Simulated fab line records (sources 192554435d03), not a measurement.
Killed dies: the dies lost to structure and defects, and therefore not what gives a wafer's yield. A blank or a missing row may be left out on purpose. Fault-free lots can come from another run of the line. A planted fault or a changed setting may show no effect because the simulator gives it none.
2 desks looking at one fault	flow n5_finfet	each desk holds nothing but its own numbers, with what lay behind them at the end

METROLOGY DESK
Lot by lot, what the gauges showed, no matter which tool ran the lot: averages of those sampled wafers that carry a number. Any lot whose mean is over 4 standard deviations away from the usual mean is out of limits and marked OUT; that distance is given in the brackets. It has 11 readings; the 7 that lie furthest out on some lot are the ones shown.
Columns: A = DIBL_N at N5_BEOL_M4_RC_MEAS_101, usual 36.4 mV/V; B = IOFF_N at N5_BEOL_M4_RC_MEAS_101, usual 0.154 nA/um; C = IOFF_P_LIN at N5_BEOL_M4_RC_MEAS_101, usual 0.095 nA/um; D = ION_N at N5_BEOL_M4_RC_MEAS_101, usual 671 uA/um; E = ION_P at N5_BEOL_M4_RC_MEAS_101, usual 460 uA/um; F = SS_N at N5_BEOL_M4_RC_MEAS_101, usual 71.6 mV/dec; G = VT_P at N5_BEOL_M4_RC_MEAS_101, usual -251.4 mV
lot	first seen here	A	B	C	D	E	F	G
L440	day 7 23:53	39.6	0.194	0.101	689	469	72.9	-250.5
L442	day 8 07:36	36.7	0.155	0.090	665	455	71.2	-254.0
L444	day 8 10:06	37.9	0.161	0.088	672	450	71.4	-254.2
L443	day 8 14:12	37.3	0.141	0.076	663	446	71.8	-256.9
L445	day 9 02:28	36.0	0.142	0.096	679	464	71.8	-250.9
L446	day 9 13:07	36.7	0.160	0.098	682	467	71.2	-248.3
L447	day 10 04:04	35.3	0.154	0.092	670	458	71.4	-252.7
L449	day 10 08:23	35.8	0.147	0.091	667	460	71.6	-250.9
L456	day 12 01:38	36.0	0.168	0.112	678	465	71.5	-247.9
L463	day 13 17:35	36.9	0.178	0.097	677	458	71.6	-251.3
This desk's finding: nothing out of limits on any of the 10 lots.

TOOL OWNER'S DESK, plasma_asher-02
The tool's own readings at N5_STI_FIN_REVEAL_OXIDATION_33 (chemistry O2 PLASMA REMOTE, time 20 s): means of the sampled wafers that have a number, for each lot that ran on this tool. Any lot whose mean is over 4 standard deviations away from the usual mean is out of limits and marked OUT; that distance is given in the brackets.
Columns: A = chamber_pressure_mTorr at N5_STI_FIN_REVEAL_OXIDATION_33, usual 1000.0 mTorr; B = drypump_motor_current_A at N5_STI_FIN_REVEAL_OXIDATION_33, usual 5.6 A; C = heater_power_w at N5_STI_FIN_REVEAL_OXIDATION_33, usual 144 W
lot	first seen here	A	B	C
L440	day 2 13:47	998.9	5.9	131
L442	day 3 01:01	1000.4	5.9	131
L443	day 3 08:01	999.0	6.1	133
L444	day 3 12:54	1000.3	6.1	134
L446	day 4 03:47	1000.3	6.0	131
L456	day 6 12:05	1001.4	5.9	133
This desk's finding: nothing out of limits on any of the 6 lots.

BROUGHT TOGETHER
Metrology desk: nothing out of limits seen.
The tool owner's desk saw nothing out of limits.

WHAT THE SIMULATOR PUT IN
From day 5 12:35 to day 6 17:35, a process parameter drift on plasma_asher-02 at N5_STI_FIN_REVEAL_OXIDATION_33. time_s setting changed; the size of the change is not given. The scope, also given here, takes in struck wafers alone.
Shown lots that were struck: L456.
